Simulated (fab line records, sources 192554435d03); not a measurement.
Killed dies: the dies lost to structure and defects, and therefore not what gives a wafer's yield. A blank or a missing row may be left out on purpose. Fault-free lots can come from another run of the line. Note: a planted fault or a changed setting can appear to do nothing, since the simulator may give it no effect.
Chamber matching / flow n5_finfet / 4 sister chambers for N5_HKMG_FIN_ETCH_35 on rie_diel-03
The step etches SOC in N2/H2, target depth 215.8 nm, time 243.4 s. 7 wafers are shown with their chamber, then 9 later ones without.

## WAFERS, EACH WITH ITS CHAMBER
wafer=L079.4; chamber=0; throttle_valve_pct (%)=17.90; showerhead_plenum_p_Torr (Torr)=2.51
wafer=L080.2; chamber=0; throttle_valve_pct (%)=17.91; showerhead_plenum_p_Torr (Torr)=2.51
wafer=L080.6; chamber=3; throttle_valve_pct (%)=17.36; showerhead_plenum_p_Torr (Torr)=2.47
wafer=L082.5; chamber=1; throttle_valve_pct (%)=17.95; showerhead_plenum_p_Torr (Torr)=2.59
wafer=L084.1; chamber=1; throttle_valve_pct (%)=17.96; showerhead_plenum_p_Torr (Torr)=2.59
wafer=L084.3; chamber=2; throttle_valve_pct (%)=17.79; showerhead_plenum_p_Torr (Torr)=2.55
wafer=L084.6; chamber=2; throttle_valve_pct (%)=17.80; showerhead_plenum_p_Torr (Torr)=2.56

## WAFERS WHOSE CHAMBER IS MISSING
wafer=L085.1; throttle_valve_pct (%)=17.96; showerhead_plenum_p_Torr (Torr)=2.59
wafer=L085.2; throttle_valve_pct (%)=17.80; showerhead_plenum_p_Torr (Torr)=2.55
wafer=L085.6; throttle_valve_pct (%)=17.80; showerhead_plenum_p_Torr (Torr)=2.55
wafer=L087.1; throttle_valve_pct (%)=17.41; showerhead_plenum_p_Torr (Torr)=2.47
wafer=L087.3; throttle_valve_pct (%)=17.80; showerhead_plenum_p_Torr (Torr)=2.55
wafer=L087.5; throttle_valve_pct (%)=17.96; showerhead_plenum_p_Torr (Torr)=2.59
wafer=L094.2; throttle_valve_pct (%)=17.83; showerhead_plenum_p_Torr (Torr)=2.55
wafer=L094.5; throttle_valve_pct (%)=17.80; showerhead_plenum_p_Torr (Torr)=2.55
wafer=L094.6; throttle_valve_pct (%)=17.99; showerhead_plenum_p_Torr (Torr)=2.58

## WHICH CHAMBER EACH ONE RAN IN
wafer=L085.1; from the rows above=1; in truth=1
wafer=L085.2; from the rows above=2; in truth=2
wafer=L085.6; from the rows above=2; in truth=2
wafer=L087.1; from the rows above=3; in truth=3
wafer=L087.3; from the rows above=2; in truth=2
wafer=L087.5; from the rows above=1; in truth=1
wafer=L094.2; from the rows above=2; in truth=2
wafer=L094.5; from the rows above=2; in truth=2
wafer=L094.6; from the rows above=1; in truth=1
9 of 9 placed correctly. Left unplaced by these rows: 0. Placed wrongly: 0.
How it was worked out, from the rows above alone: a wafer's distance from a chamber is the root of the sum, over the readings, of the square of ((its reading less the chamber's mean) divided by the reading's scatter). The wafer belongs to the nearest chamber; if the next one is less than 2 further off, it can't be placed. Each chamber's mean is taken over the wafers shown for it. The scatter: take each reading less its chamber's mean, square it, sum over the shown wafers, divide by the number of wafers less the number of chambers, and take the root.
